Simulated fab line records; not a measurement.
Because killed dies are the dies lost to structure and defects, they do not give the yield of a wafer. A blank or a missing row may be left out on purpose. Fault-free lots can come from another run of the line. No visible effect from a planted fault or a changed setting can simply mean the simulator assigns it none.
A struck lot beside a sound one    flow nand-harc    39 out of 1302 route steps
Sound: wafers L346.3, L346.4, L346.6. Wafers struck: L345.2, L345.4, L345.6. At the end, the cause is stated.
At each step with rows: each side's tool, then ch and its chambers, then its first start. Under that, the readings that differ: sound wafers    struck wafers    difference of the means    sigmas: that difference in standard deviations of wafers without a fault.
alike: same words and numbers on both sides, and readings whose means sit less than 2 such deviations apart. not compared: any withheld reading, any reading some wafer has no value for, any bound like >300 that may hide the same value, and any number with overlapping values for which the record gives no deviation.
Wherever a step has rows on one side only, a row that says differs or no value, or a row with sigmas, the two part there. Numbers that don't overlap but have no deviation are shown without sigmas and don't part them. Lack of a reading on every wafer of one side parts them only where that side has two or more wafers.

first, 6 steps without rows for these wafers: NHARC_A_STAIRCASE_PEB_182 (peb time 130 s); NHARC_A_STAIRCASE_DEVELOP_183 (time 140 s); NHARC_A_STAIRCASE_HARDBAKE_185 (time 140 s); NHARC_A_STAIRCASE_DESCUM_186 (chemistry O2, time 3 s); NHARC_A_STAIRCASE_TRIM_187 (chemistry O2, time 211.2 s); NHARC_A_STAIRCASE_ETCH_188 (etches the open film in C4F8/O2, target depth 100 nm, time 40.5 s).
NHARC_A_STAIRCASE_TRIM_189: chemistry O2, time 211.2 s.
  sound: rie-diel-05 ch 0,1,3; struck: rie-diel-10 ch 0,1,2
  alike: drypump-motor-current-A, oes-product-au, rf-vpp-V, showerhead-plenum-p-Torr, throttle-valve-pct
  not compared: rf-hours-counter-h
then, 2 steps without rows for these wafers: NHARC_A_STAIRCASE_ETCH_190 (etches the open film in C4F8/O2, target depth 100 nm, time 40.5 s); NHARC_A_STAIRCASE_TRIM_191 (chemistry O2, time 211.2 s).
NHARC_A_STAIRCASE_ETCH_192: etches the open film in C4F8/O2, target depth 100 nm, time 40.5 s.
  sound: rie-diel-05 ch 0,1,2; struck: rie-diel-10 ch 0,1
  alike: oes-product-au, rf-vpp-V
  not compared: rf-hours-counter-h
then, 1 step without rows for these wafers: NHARC_A_STAIRCASE_TRIM_193 (chemistry O2, time 211.2 s).
NHARC_A_STAIRCASE_ETCH_194: etches the open film in C4F8/O2, target depth 100 nm, time 40.5 s.
  sound on rie-diel-05 ch 1,2,3, day 22 23:35; struck on rie-diel-10 ch 0,2, day 22 23:54
  alike: oes-product-au, rf-vpp-V
  not compared: rf-hours-counter-h
then, 2 steps without rows for these wafers: NHARC_A_STAIRCASE_TRIM_196 (chemistry O2, time 211.2 s); NHARC_A_STAIRCASE_ETCH_197 (etches the open film in C4F8/O2, target depth 100 nm, time 40.5 s).
NHARC_A_STAIRCASE_TRIM_198: chemistry O2, time 211.2 s.
  sound: rie-diel-05 ch 0,1; struck: rie-diel-01 ch 0,1
reading                          sound           struck          difference  sigmas
showerhead-plenum-p-Torr (Torr)  3.58 3.32 3.32  3.72 3.57 3.72  +0.26       +2
  alike: drypump-motor-current-A, oes-product-au, rf-vpp-V, throttle-valve-pct
  not compared: rf-hours-counter-h
then, 3 steps without rows for these wafers: NHARC_A_STAIRCASE_ETCH_199 (etches the open film in C4F8/O2, target depth 100 nm, time 40.5 s); NHARC_A_STAIRCASE_TRIM_200 (chemistry O2, time 211.2 s); NHARC_A_STAIRCASE_ETCH_201 (etches the open film in C4F8/O2, target depth 100 nm, time 40.5 s).
NHARC_A_STAIRCASE_TRIM_202: chemistry O2, time 211.2 s.
  sound: rie-diel-05 ch 0,2,3; struck: rie-diel-01 ch 1,2
reading                 sound                 struck                difference  sigmas
throttle-valve-pct (%)  17.035 17.018 17.022  17.047 17.028 17.059  +0.020      +2
  alike: drypump-motor-current-A, oes-product-au, rf-vpp-V, showerhead-plenum-p-Torr
  not compared: rf-hours-counter-h
then, 16 steps without rows for these wafers: NHARC_A_STAIRCASE_ETCH_203 (etches the open film in C4F8/O2, target depth 100 nm, time 40.5 s); NHARC_A_STAIRCASE_STRIP_205 (strips in O2); NHARC_A_STAIRCASE_STRIP_206 (strips in SPM, time 900 s); NHARC_A_STAIRCASE_PRECLEAN_207 (cleans in SC1); NHARC_A_STAIRCASE_SRD_208; NHARC_A_STAIRCASE_DEHYDRATE_209 (time 120 s); NHARC_A_STAIRCASE_HMDS_210 (time 30 s); NHARC_A_STAIRCASE_COAT_211; NHARC_A_STAIRCASE_SOFTBAKE_212 (time 170 s); NHARC_A_STAIRCASE_EBR_213; NHARC_A_STAIRCASE_EXPOSE_214 (exposes mask STAIR 3); NHARC_A_STAIRCASE_PEB_215 (peb time 130 s); NHARC_A_STAIRCASE_DEVELOP_216 (time 140 s); NHARC_A_STAIRCASE_HARDBAKE_218 (time 140 s); NHARC_A_STAIRCASE_DESCUM_219 (chemistry O2, time 3 s); NHARC_A_STAIRCASE_TRIM_220 (chemistry O2, time 211.2 s).
NHARC_A_STAIRCASE_ETCH_221: etches the open film in C4F8/O2, target depth 100 nm, time 40.5 s.
  sound: rie-diel-10 ch 0,3; struck: rie-diel-01 ch 0,1,2
  alike: oes-product-au, rf-vpp-V
  not compared: rf-hours-counter-h
then, 2 steps without rows for these wafers: NHARC_A_STAIRCASE_TRIM_222 (chemistry O2, time 211.2 s); NHARC_A_STAIRCASE_ETCH_223 (etches the open film in C4F8/O2, target depth 100 nm, time 40.5 s).
-- record jumps: 9 days between struck wafers' starts before vs after; left off in module A_STAIRCASE, resumes in module END, first step shown is number 1302 of the route --
NHARC_END_SORT_01:
  the record has rows for the struck wafers here (prober-01 ch 0, day 31 22:00) and none for the sound ones

WHERE THEY PART
Earliest at NHARC_A_STAIRCASE_TRIM_198; latest, in this record, at NHARC_END_SORT_01.

WHY: whatever the simulator had introduced
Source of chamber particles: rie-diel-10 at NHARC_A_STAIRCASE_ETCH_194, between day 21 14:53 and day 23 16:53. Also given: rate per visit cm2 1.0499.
